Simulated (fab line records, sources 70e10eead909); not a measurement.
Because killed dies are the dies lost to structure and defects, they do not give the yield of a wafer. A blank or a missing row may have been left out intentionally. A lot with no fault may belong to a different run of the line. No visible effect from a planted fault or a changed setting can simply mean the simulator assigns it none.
Chamber matching ; flow nandHarc ; NHARC_A_M1_DEP_33 on pecvd-02 has 3 sister chambers
The step deposits SiCN, target thk 30 nm. 3 wafers are shown with their chamber, then 8 later ones without.

## WAFERS PAIRED WITH THEIR CHAMBERS
wafer;chamber;showerheadVppV (V)
L081.3;1;1272
L091.5;0;1359
L089.3;2;1342

## WAFERS WITH NO CHAMBER GIVEN
wafer;showerheadVppV (V)
L089.5;1317
L089.6;1338
L092.1;1340
L092.2;1311
L092.5;1291
L094.1;1278
L094.3;1345
L094.4;1296

## THE CHAMBER EACH PASSED THROUGH
wafer;from the rows above;in truth
L089.5;can't be placed: 2 or 0 or 1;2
L089.6;can't be placed: 2 or 0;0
L092.1;can't be placed: 2 or 0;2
L092.2;can't be placed: 2 or 1 or 0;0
L092.5;can't be placed: 1 or 2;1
L094.1;1;1
L094.3;can't be placed: 2 or 0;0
L094.4;can't be placed: 1 or 2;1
Correct placement for 1 of the 8. Unplaceable from these rows: 7, with the true chamber sitting among the candidates in 7. Wrongly placed: 0.
How it was worked out, from the rows above alone: a wafer's distance from a chamber is the root of the sum, over the readings, of the square of ((its reading less the chamber's mean) divided by the reading's scatter). If the next closest chamber is less than 2 further off than the closest, the wafer can't be placed; otherwise it belongs to the closest. The mean given for a chamber averages the wafers shown for that chamber. The scatter: root of mean squared gap, hidden wafer to nearest shown wafer, with one shown wafer a chamber.
